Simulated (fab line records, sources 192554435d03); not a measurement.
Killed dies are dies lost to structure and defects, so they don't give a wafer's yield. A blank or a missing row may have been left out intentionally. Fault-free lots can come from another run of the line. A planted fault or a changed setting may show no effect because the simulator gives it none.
Which tool is to blame? / flow n5-finfet / Sampling: 10 lots, 28 wafers, 5 of 1938 route steps

## WHAT EACH GAUGE READ, for each wafer
N5_BEOL_M1_OCD_MEAS_38. Usual: trench-depth-nm 54.8 nm, standard deviation 0.82.
lot=L550; measured=day 6 13:58; on=ocd-01; trench-depth-nm (nm)=54.6 55.6 55.8; flag=
lot=L551; measured=day 7 00:19; on=ocd-01; trench-depth-nm (nm)=54.5 54.7 54.0; flag=
lot=L552; measured=day 7 00:26; on=ocd-02; trench-depth-nm (nm)=55.1 56.1 55.3; flag=
lot=L553; measured=day 7 03:16; on=ocd-02; trench-depth-nm (nm)=55.6 54.9 55.1; flag=
lot=L558; measured=day 8 10:35; on=ocd-01; trench-depth-nm (nm)=54.5 56.6; flag=
lot=L560; measured=day 9 00:52; on=ocd-01; trench-depth-nm (nm)=53.8 54.9; flag=
lot=L566; measured=day 10 18:11; on=ocd-01; trench-depth-nm (nm)=55.8 56.3 54.7; flag=
lot=L567; measured=day 10 19:57; on=ocd-02; trench-depth-nm (nm)=55.2 55.9 55.0; flag=
lot=L570; measured=day 11 14:55; on=ocd-02; trench-depth-nm (nm)=55.7 55.2 54.5; flag=
lot=L571; measured=day 11 22:47; on=ocd-02; trench-depth-nm (nm)=55.0 54.9 54.3; flag=

N5_BEOL_M4_RC_MEAS_101. Usual: DIBL_N 36.4 mV/V, standard deviation 1.5; DIBL_P 36.4 mV/V, standard deviation 1.6; IOFF_N 0.164 nA/um, standard deviation 0.025; IOFF_P 0.214 nA/um, standard deviation 0.028; ION_N 675 uA/um, standard deviation 9.9; ION_P 463 uA/um, standard deviation 6.5; SS_N 71.5 mV/dec, standard deviation 0.5; SS_P 73.3 mV/dec, standard deviation 0.56; VT_N 249.2 mV, standard deviation 2.7; VT_P -250.1 mV, standard deviation 2.8.
lot=L550; measured=day 8 09:56; on=prober-01; DIBL_N (mV/V)=37.4 38.5 36.1; DIBL_P (mV/V)=35.4 37.0 33.7; IOFF_N (nA/um)=0.145 0.171 0.129; IOFF_P (nA/um)=0.213 0.250 0.190; ION_N (uA/um)=671 678 659; ION_P (uA/um)=465 470 459; SS_N (mV/dec)=70.9 71.7 71.3; SS_P (mV/dec)=73.9 74.0 73.2; VT_N (mV)=251.9 249.3 254.3; VT_P (mV)=-249.3 -245.5 -250.1; flag=
lot=L551; measured=day 8 12:26; on=prober-02; DIBL_N (mV/V)=35.8 36.0 35.8; DIBL_P (mV/V)=37.5 37.2 36.9; IOFF_N (nA/um)=0.165 0.168 0.166; IOFF_P (nA/um)=0.224 0.219 0.208; ION_N (uA/um)=677 682 687; ION_P (uA/um)=471 467 467; SS_N (mV/dec)=71.8 71.8 70.9; SS_P (mV/dec)=73.8 73.6 73.2; VT_N (mV)=249.6 247.4 248.3; VT_P (mV)=-249.5 -249.8 -250.5; flag=
lot=L552; measured=day 8 15:07; on=prober-01; DIBL_N (mV/V)=36.4 34.1 35.7; DIBL_P (mV/V)=36.9 34.1 35.4; IOFF_N (nA/um)=0.153 0.111 0.134; IOFF_P (nA/um)=0.173 0.145 0.160; ION_N (uA/um)=671 657 656; ION_P (uA/um)=455 440 447; SS_N (mV/dec)=71.8 70.8 71.7; SS_P (mV/dec)=73.3 72.7 73.6; VT_N (mV)=248.6 256.2 252.8; VT_P (mV)=-253.4 -257.7 -254.4; flag=
lot=L553; measured=day 8 21:29; on=prober-01; DIBL_N (mV/V)=35.8 35.2 34.1; DIBL_P (mV/V)=35.7 34.7 34.3; IOFF_N (nA/um)=0.163 0.154 0.136; IOFF_P (nA/um)=0.214 0.195 0.186; ION_N (uA/um)=678 676 664; ION_P (uA/um)=462 460 460; SS_N (mV/dec)=70.9 71.1 70.7; SS_P (mV/dec)=73.4 73.3 72.3; VT_N (mV)=250.3 250.3 253.4; VT_P (mV)=-252.0 -250.5 -251.6; flag=
lot=L558; measured=day 10 00:53; on=prober-01; DIBL_N (mV/V)=38.7 38.6; DIBL_P (mV/V)=36.1 36.6; IOFF_N (nA/um)=0.184 0.187; IOFF_P (nA/um)=0.239 0.254; ION_N (uA/um)=681 675; ION_P (uA/um)=470 465; SS_N (mV/dec)=72.0 71.8; SS_P (mV/dec)=73.4 73.6; VT_N (mV)=246.6 245.5; VT_P (mV)=-247.6 -248.3; flag=
lot=L560; measured=day 10 18:33; on=prober-01; DIBL_N (mV/V)=35.4 36.5; DIBL_P (mV/V)=35.3 37.1; IOFF_N (nA/um)=0.159 0.188; IOFF_P (nA/um)=0.232 0.260; ION_N (uA/um)=683 695; ION_P (uA/um)=478 477; SS_N (mV/dec)=72.0 72.6; SS_P (mV/dec)=73.2 73.9; VT_N (mV)=249.1 244.5; VT_P (mV)=-247.9 -246.2; flag=
lot=L566; measured=day 12 08:25; on=prober-01; DIBL_N (mV/V)=37.9 36.9 38.5; DIBL_P (mV/V)=38.7 37.5 39.4; IOFF_N (nA/um)=0.222 0.207 0.247; IOFF_P (nA/um)=0.244 0.225 0.256; ION_N (uA/um)=696 697 703; ION_P (uA/um)=468 468 469; SS_N (mV/dec)=72.3 71.7 71.3; SS_P (mV/dec)=73.6 74.4 74.2; VT_N (mV)=246.7 245.8 242.5; VT_P (mV)=-248.5 -249.9 -246.1; flag=
lot=L567; measured=day 12 12:46; on=prober-02; DIBL_N (mV/V)=36.6 37.7 36.6; DIBL_P (mV/V)=36.1 37.9 36.4; IOFF_N (nA/um)=0.169 0.189 0.160; IOFF_P (nA/um)=0.222 0.250 0.222; ION_N (uA/um)=680 681 669; ION_P (uA/um)=464 469 469; SS_N (mV/dec)=72.2 71.9 72.1; SS_P (mV/dec)=74.0 73.8 74.0; VT_N (mV)=246.4 244.4 248.8; VT_P (mV)=-247.6 -248.1 -249.1; flag=
lot=L570; measured=day 13 03:38; on=prober-02; DIBL_N (mV/V)=35.1 34.7 35.5; DIBL_P (mV/V)=34.9 34.4 35.5; IOFF_N (nA/um)=0.159 0.146 0.157; IOFF_P (nA/um)=0.175 0.169 0.187; ION_N (uA/um)=681 674 667; ION_P (uA/um)=458 457 455; SS_N (mV/dec)=71.7 71.1 71.8; SS_P (mV/dec)=73.1 73.1 72.9; VT_N (mV)=250.2 249.3 249.2; VT_P (mV)=-254.8 -252.5 -254.0; flag=
lot=L571; measured=day 13 16:01; on=prober-02; DIBL_N (mV/V)=35.5 36.0 36.3; DIBL_P (mV/V)=35.8 36.8 36.5; IOFF_N (nA/um)=0.140 0.158 0.155; IOFF_P (nA/um)=0.200 0.221 0.216; ION_N (uA/um)=660 670 665; ION_P (uA/um)=457 465 464; SS_N (mV/dec)=71.3 72.0 71.7; SS_P (mV/dec)=72.4 73.2 72.3; VT_N (mV)=250.5 249.4 251.5; VT_P (mV)=-249.5 -250.0 -250.7; flag=

## EACH LOT AND THE TOOL THAT RAN IT (in order: tool; ch and the chambers of the sampled wafers; start)
lot=L550; N5_BEOL_M1_ETCH_70=rie-diel-05 ch 0,2,3, day 6 13:37; N5_BEOL_M1_ALD_84=ald-metal-01 ch 0,1,2, day 6 14:17; N5_BEOL_M1_SPUTTER_48=pvd-sputter-03, day 6 16:08
lot=L551; N5_BEOL_M1_ETCH_70=rie-diel-03 ch 0,3, day 6 23:58; N5_BEOL_M1_ALD_84=ald-metal-01 ch 0,1,3, day 7 00:54; N5_BEOL_M1_SPUTTER_48=pvd-sputter-02, day 7 01:26
lot=L552; N5_BEOL_M1_ETCH_70=rie-diel-05 ch 0,1,3, day 7 00:04; N5_BEOL_M1_ALD_84=ald-metal-03 ch 1,3, day 7 00:57; N5_BEOL_M1_SPUTTER_48=pvd-sputter-03, day 7 01:33
lot=L553; N5_BEOL_M1_ETCH_70=rie-diel-06 ch 0,3, day 7 02:54; N5_BEOL_M1_ALD_84=ald-metal-01 ch 0,1,2, day 7 03:47; N5_BEOL_M1_SPUTTER_48=pvd-sputter-03, day 7 04:19
lot=L558; N5_BEOL_M1_ETCH_70=rie-diel-06 ch 0,1, day 8 10:14; N5_BEOL_M1_ALD_84=ald-metal-01 ch 0,1, day 8 11:12; N5_BEOL_M1_SPUTTER_48=pvd-sputter-03, day 8 11:54
lot=L560; N5_BEOL_M1_ETCH_70=rie-diel-03 ch 0,1, day 9 00:31; N5_BEOL_M1_ALD_84=ald-metal-01 ch 1,3, day 9 01:44; N5_BEOL_M1_SPUTTER_48=pvd-sputter-02, day 9 02:28
lot=L566; N5_BEOL_M1_ETCH_70=rie-diel-05 ch 1,3, day 10 17:50; N5_BEOL_M1_ALD_84=ald-metal-03 ch 1,3, day 10 19:08; N5_BEOL_M1_SPUTTER_48=pvd-sputter-02, day 10 19:41
lot=L567; N5_BEOL_M1_ETCH_70=rie-diel-06 ch 0,1, day 10 19:35; N5_BEOL_M1_ALD_84=ald-metal-04 ch 0,1,3, day 10 20:34; N5_BEOL_M1_SPUTTER_48=pvd-sputter-03, day 10 21:11
lot=L570; N5_BEOL_M1_ETCH_70=rie-diel-03 ch 0,2, day 11 14:33; N5_BEOL_M1_ALD_84=ald-metal-04 ch 0,1,2, day 11 15:25; N5_BEOL_M1_SPUTTER_48=pvd-sputter-01, day 11 16:05
lot=L571; N5_BEOL_M1_ETCH_70=rie-diel-06 ch 0,2, day 11 22:25; N5_BEOL_M1_ALD_84=ald-metal-04 ch 2,3, day 11 23:13; N5_BEOL_M1_SPUTTER_48=pvd-sputter-02, day 12 00:25
- N5_BEOL_M1_ETCH_70: etches SOC in N2/H2, target depth 80 nm, overetch 16 nm, time 120 s.
- N5_BEOL_M1_ALD_84: deposits TaN, pulse time 2 s, purge time 3 s, co reactant purge time 2 s.
- N5_BEOL_M1_SPUTTER_48: material Cu, target thk 4.5 nm, time 8.29 s.

## WHAT THE TOOLS THEMSELVES READ (means of the sampled wafers that have a number; where no wafer has one, the mark that the record gives instead)
N5_BEOL_M1_ETCH_70. Usual: drypump-motor-current-A is 5.4 A with standard deviation 0.48, n2-flow-sccm is 200.1 sccm with standard deviation 0.59, oes-product-au is 0.60 a.u. with standard deviation 0.06, rf-fwd-power-W is 835.2 W with standard deviation 2.9, rf-vpp-V is 524.6 V with standard deviation 2.1, showerhead-plenum-p-Torr is 2.56 Torr with standard deviation 0.079, and throttle-valve-pct is 17.80 % with standard deviation 0.26.
lot=L550; tool=rie-diel-05; drypump-motor-current-A (A)=5.6; n2-flow-sccm (sccm)=199.9; oes-product-au (a.u.)=0.57; rf-fwd-power-W (W)=833.8; rf-vpp-V (V)=525.8; showerhead-plenum-p-Torr (Torr)=2.57; throttle-valve-pct (%)=17.79; flag=
lot=L551; tool=rie-diel-03; drypump-motor-current-A (A)=5.3; n2-flow-sccm (sccm)=200.4; oes-product-au (a.u.)=0.58; rf-fwd-power-W (W)=832.8; rf-vpp-V (V)=526.5; showerhead-plenum-p-Torr (Torr)=2.62; throttle-valve-pct (%)=17.78; flag=
lot=L552; tool=rie-diel-05; drypump-motor-current-A (A)=5.4; n2-flow-sccm (sccm)=199.5; oes-product-au (a.u.)=0.57; rf-fwd-power-W (W)=836.9; rf-vpp-V (V)=523.6; showerhead-plenum-p-Torr (Torr)=2.53; throttle-valve-pct (%)=17.79; flag=
lot=L553; tool=rie-diel-06; drypump-motor-current-A (A)=5.9; n2-flow-sccm (sccm)=200.3; oes-product-au (a.u.)=0.63; rf-fwd-power-W (W)=834.7; rf-vpp-V (V)=522.2; showerhead-plenum-p-Torr (Torr)=2.48; throttle-valve-pct (%)=17.78; flag=
lot=L558; tool=rie-diel-06; drypump-motor-current-A (A)=5.5; n2-flow-sccm (sccm)=199.7; oes-product-au (a.u.)=0.62; rf-fwd-power-W (W)=837.6; rf-vpp-V (V)=523.5; showerhead-plenum-p-Torr (Torr)=2.51; throttle-valve-pct (%)=17.93; flag=
lot=L560; tool=rie-diel-03; drypump-motor-current-A (A)=5.2; n2-flow-sccm (sccm)=199.5; oes-product-au (a.u.)=0.55; rf-fwd-power-W (W)=835.2; rf-vpp-V (V)=525.6; showerhead-plenum-p-Torr (Torr)=2.63; throttle-valve-pct (%)=17.87; flag=
lot=L566; tool=rie-diel-05; drypump-motor-current-A (A)=5.5; n2-flow-sccm (sccm)=200.2; oes-product-au (a.u.)=0.65; rf-fwd-power-W (W)=837.2; rf-vpp-V (V)=527.5; showerhead-plenum-p-Torr (Torr)=2.69; throttle-valve-pct (%)=17.78; flag=
lot=L567; tool=rie-diel-06; drypump-motor-current-A (A)=5.5; n2-flow-sccm (sccm)=200.5; oes-product-au (a.u.)=0.60; rf-fwd-power-W (W)=832.9; rf-vpp-V (V)=523.7; showerhead-plenum-p-Torr (Torr)=2.47; throttle-valve-pct (%)=17.97; flag=
lot=L570; tool=rie-diel-03; drypump-motor-current-A (A)=5.1; n2-flow-sccm (sccm)=200.0; oes-product-au (a.u.)=0.59; rf-fwd-power-W (W)=834.9; rf-vpp-V (V)=524.7; showerhead-plenum-p-Torr (Torr)=2.58; throttle-valve-pct (%)=17.69; flag=
lot=L571; tool=rie-diel-06; drypump-motor-current-A (A)=5.6; n2-flow-sccm (sccm)=199.8; oes-product-au (a.u.)=0.55; rf-fwd-power-W (W)=836.3; rf-vpp-V (V)=520.7; showerhead-plenum-p-Torr (Torr)=2.43; throttle-valve-pct (%)=18.21; flag=

N5_BEOL_M1_ALD_84. Usual: heater-power-w 395 W, standard deviation 44.
lot=L550; tool=ald-metal-01; heater-power-w (W)=392; flag=
lot=L551; tool=ald-metal-01; heater-power-w (W)=359; flag=
lot=L552; tool=ald-metal-03; heater-power-w (W)=367; flag=
lot=L553; tool=ald-metal-01; heater-power-w (W)=390; flag=
lot=L558; tool=ald-metal-01; heater-power-w (W)=375; flag=
lot=L560; tool=ald-metal-01; heater-power-w (W)=349; flag=
lot=L566; tool=ald-metal-03; heater-power-w (W)=370; flag=
lot=L567; tool=ald-metal-04; heater-power-w (W)=473; flag=
lot=L570; tool=ald-metal-04; heater-power-w (W)=441; flag=
lot=L571; tool=ald-metal-04; heater-power-w (W)=417; flag=

N5_BEOL_M1_SPUTTER_48. Usual: chuck-gas-flow-sccm 1.27 sccm, standard deviation 0.051; throttle-valve-pct 29.5 %, standard deviation 0.76.
lot=L550; tool=pvd-sputter-03; chuck-gas-flow-sccm (sccm)=1.28; throttle-valve-pct (%)=29.6; flag=
lot=L551; tool=pvd-sputter-02; chuck-gas-flow-sccm (sccm)=1.24; throttle-valve-pct (%)=29.8; flag=
lot=L552; tool=pvd-sputter-03; chuck-gas-flow-sccm (sccm)=1.29; throttle-valve-pct (%)=29.2; flag=
lot=L553; tool=pvd-sputter-03; chuck-gas-flow-sccm (sccm)=1.31; throttle-valve-pct (%)=29.5; flag=
lot=L558; tool=pvd-sputter-03; chuck-gas-flow-sccm (sccm)=1.29; throttle-valve-pct (%)=29.4; flag=
lot=L560; tool=pvd-sputter-02; chuck-gas-flow-sccm (sccm)=1.28; throttle-valve-pct (%)=29.3; flag=
lot=L566; tool=pvd-sputter-02; chuck-gas-flow-sccm (sccm)=1.26; throttle-valve-pct (%)=29.6; flag=
lot=L567; tool=pvd-sputter-03; chuck-gas-flow-sccm (sccm)=1.29; throttle-valve-pct (%)=29.1; flag=
lot=L570; tool=pvd-sputter-01; chuck-gas-flow-sccm (sccm)=1.25; throttle-valve-pct (%)=28.7; flag=
lot=L571; tool=pvd-sputter-02; chuck-gas-flow-sccm (sccm)=1.27; throttle-valve-pct (%)=29.3; flag=

## THE ANSWER, worked out from the rows above alone
Rule: a lot is off if the mean of its wafers that have a number lies more than 3 standard deviations from the usual mean. A lot without any number at a reading at which 4 lots or more have one is off too. The other lots that the step has rows for count as sound. After the gauges, taken in route order, come the tools' own readings; for these a lot's mean is taken, as printed above. At the first step where some lot is off, the reading lying furthest off is the one used; lots without a number count as furthest.
Across all readings shown, no lot is off: no conclusion can be drawn from this.

## WHAT THE SIMULATOR HAD PUT IN
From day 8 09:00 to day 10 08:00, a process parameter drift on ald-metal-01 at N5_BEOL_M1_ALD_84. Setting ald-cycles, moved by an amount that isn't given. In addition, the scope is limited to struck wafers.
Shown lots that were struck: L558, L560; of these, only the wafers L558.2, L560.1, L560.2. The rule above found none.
